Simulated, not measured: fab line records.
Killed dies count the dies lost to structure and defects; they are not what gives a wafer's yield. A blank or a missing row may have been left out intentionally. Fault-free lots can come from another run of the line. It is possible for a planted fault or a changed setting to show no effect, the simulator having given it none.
Struck lot and sound lot, side by side || flow nand harc || 14 out of 1159 route steps
Sound: wafers L435.3, L435.4, L435.5. Struck: wafer L446.4. (L446.2, L446.3 of the same lot were not struck and are left out.) The cause comes at the end.
At each step with rows: each side's tool, then ch and its chambers, then its first start. Under that, the readings that differ: sound wafers || struck wafers || difference of the means || sigmas: that difference in standard deviations of wafers without a fault.
alike: same words and numbers on both sides, and readings whose means sit less than 2 such deviations apart. not compared: any withheld reading, any reading some wafer has no value for, any bound like >300 that may hide the same value, and any number with overlapping values for which the record gives no deviation.
Wherever a step has rows on one side only, a row that says differs or no value, or a row with sigmas, the two part there. When numbers do not overlap yet have no deviation, they are printed without sigmas and do not part them. A reading missing from all wafers of one side parts the sides only when that side holds two or more wafers.

first, 8 steps without rows for these wafers: NHARC_A_STAIRCASE_HMDS_177 (time 30 s); NHARC_A_STAIRCASE_COAT_178; NHARC_A_STAIRCASE_SOFTBAKE_179 (time 170 s); NHARC_A_STAIRCASE_EBR_180; NHARC_A_STAIRCASE_EXPOSE_181 (exposes mask STAIR 2); NHARC_A_STAIRCASE_PEB_182 (peb time 130 s); NHARC_A_STAIRCASE_DEVELOP_183 (time 140 s); NHARC_A_STAIRCASE_HARDBAKE_185 (time 140 s).
NHARC_A_STAIRCASE_DESCUM_186: chemistry O2, time 3 s.
  sound on rie diel-12 ch 0,1,3, day 11 03:23; struck on rie diel-08 ch 2, day 13 10:49
{"reading": "oes product au (a.u.)", "sound": "0.975 0.985 0.990", "struck": 1.021, "difference": "+0.038", "sigmas": "+3"}
  alike: drypump motor current A, mfc ar sccm, rf vpp V, showerhead plenum p Torr, throttle valve pct
  not compared: rf hours counter h
NHARC_A_STAIRCASE_TRIM_187: chemistry O2, time 211.2 s.
  sound on rie diel-12 ch 0,1,2, day 11 03:29; struck on rie diel-08 ch 1, day 13 11:01
  alike: drypump motor current A, mfc ar sccm, oes product au, rf vpp V, showerhead plenum p Torr, throttle valve pct
  not compared: rf hours counter h
NHARC_A_STAIRCASE_ETCH_188: etches the open film in C4F8/O2, target depth 100 nm, time 40.5 s.
  sound on rie diel-12 ch 1,2,3; struck on rie diel-08 ch 2
{"reading": "rf vpp V (V)", "sound": "892 902 897", "struck": 887, "difference": -10, "sigmas": -2}
  alike: oes product au
  not compared: rf hours counter h
NHARC_A_STAIRCASE_TRIM_189: chemistry O2, time 211.2 s.
  sound on rie diel-12 ch 0,1, day 11 03:43; struck on rie diel-08 ch 0, day 13 11:20
{"reading": "oes product au (a.u.)", "sound": "0.985 0.988 0.978", "struck": 0.695, "difference": -0.289, "sigmas": -26}
  alike: drypump motor current A, mfc ar sccm, rf vpp V, showerhead plenum p Torr, throttle valve pct
  not compared: rf hours counter h
NHARC_A_STAIRCASE_ETCH_190: etches the open film in C4F8/O2, target depth 100 nm, time 40.5 s.
  sound on rie diel-12 ch 0,1,3; struck on rie diel-08 ch 2
  alike: oes product au, rf vpp V
  not compared: rf hours counter h
-- jump in the record: it breaks off in module A_STAIRCASE and resumes in module END (first step shown: number 1159 of the route), and 9 days separate the struck wafers' starts before and after --
NHARC_END_SORT_01:
  here the record holds rows for the struck wafers (prober-02 ch 0, day 22 17:16) but none for the sound ones

== WHERE THEY PART ==
At NHARC_A_STAIRCASE_DESCUM_186 first; at NHARC_END_SORT_01 last (within this record only).

WHY: whatever the simulator had introduced
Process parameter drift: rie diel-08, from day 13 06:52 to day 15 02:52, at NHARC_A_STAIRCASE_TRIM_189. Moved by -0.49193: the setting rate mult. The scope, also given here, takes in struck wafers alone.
